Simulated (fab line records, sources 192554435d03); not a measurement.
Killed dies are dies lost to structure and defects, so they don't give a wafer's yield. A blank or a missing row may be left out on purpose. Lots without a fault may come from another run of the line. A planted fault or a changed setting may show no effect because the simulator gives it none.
One fault seen from 3 desks | flow n5_finfet | each desk has only its own numbers; what lay behind them comes last

THE DEFECT DESK
What the inspections along the route counted, lot by lot: means of the sampled wafers that have a number. A lot is out of limits, marked OUT, if its mean lies more than 4 standard deviations from the usual mean; the brackets give that distance.
Columns: A = raw_defect_count at N5_BEOL_M9_INSPECT_13, usual 432
lot  | first seen here | A
L811 | day 10 09:26    | 589
L812 | day 10 22:31    | 510
L813 | day 10 22:42    | 438
L814 | day 11 10:47    | 449
L817 | day 12 08:54    | 321
L818 | day 12 09:04    | 377
L820 | day 12 15:09    | 403
L819 | day 12 15:43    | 505
L822 | day 13 14:15    | 514
L825 | day 13 18:53    | 511
L826 | day 14 09:34    | 398
L828 | day 14 19:37    | 477
L829 | day 14 19:56    | 402
L833 | day 16 08:38    | 446
L832 | day 16 12:23    | 483
This desk's finding: nothing out of limits on any of the 15 lots.

THE METROLOGY DESK
What the gauges read, lot by lot, whatever tool the lot ran on: means of the sampled wafers that have a number. A lot is out of limits, marked OUT, if its mean lies more than 4 standard deviations from the usual mean; the brackets give that distance.
Columns: A = M9_OVL at N5_BEOL_M9_OVL_MEAS_12, usual -0.1 nm; B = cd_nm at N5_BEOL_M9_CD_MEAS_18, usual 70.4 nm
lot  | first seen here | A    | B
L811 | day 10 09:25    | -0.4 | 68.9
L812 | day 10 22:30    | -1.1 | 71.2
L813 | day 10 22:41    | -0.5 | 69.8
L814 | day 11 10:46    | -0.5 | 69.2
L817 | day 12 08:53    | 0.4  | 70.7
L818 | day 12 09:02    | 0.3  | 69.3
L820 | day 12 15:08    | -0.2 | 71.1
L819 | day 12 15:41    | -0.7 | 70.3
L822 | day 13 14:13    | 0.0  | 71.1
L825 | day 13 18:52    | -0.5 | 70.3
L826 | day 14 09:33    | -0.1 | -
L828 | day 14 19:35    | -0.1 | -
L829 | day 14 19:55    | 0.3  | -
L833 | day 16 08:37    | -0.8 | 71.2
L832 | day 16 12:22    | -1.4 | 70.4
This desk's finding: nothing out of limits on any of the 15 lots.

THE TOOL OWNER'S DESK: rie_metal-02
The tool's own readings at N5_BEOL_M9_HM_OPEN_17 (chemistry Cl2/BCl3, target TiN, target depth 20 nm, overetch 6 nm): means of the sampled wafers that have a number, for each lot that ran on this tool. A lot is out of limits, marked OUT, if its mean lies more than 4 standard deviations from the usual mean; the brackets give that distance.
Columns: A = bcl3_flow_sccm at N5_BEOL_M9_HM_OPEN_17, usual 21.75 sccm; B = bias_w at N5_BEOL_M9_HM_OPEN_17, usual 126.1 W; C = drypump_motor_current_A at N5_BEOL_M9_HM_OPEN_17, usual 5.7 A; D = oes_product_au at N5_BEOL_M9_HM_OPEN_17, usual 0.68 a.u.; E = throttle_valve_pct at N5_BEOL_M9_HM_OPEN_17, usual 22.01 %
lot  | first seen here | A     | B     | C   | D    | E
L817 | day 12 09:13    | 21.84 | 126.2 | 5.6 | 0.60 | 22.31
L818 | day 12 09:22    | 21.75 | 126.4 | 5.6 | 0.60 | 22.31
L832 | day 16 12:41    | 21.73 | 126.1 | 5.6 | 0.74 | 22.06
This desk's finding: nothing out of limits on any of the 3 lots.

PUT TOGETHER
The defect desk saw nothing out of limits.
The metrology desk saw nothing out of limits.
The tool owner's desk saw nothing out of limits.

WHAT THE SIMULATOR HAD PUT IN
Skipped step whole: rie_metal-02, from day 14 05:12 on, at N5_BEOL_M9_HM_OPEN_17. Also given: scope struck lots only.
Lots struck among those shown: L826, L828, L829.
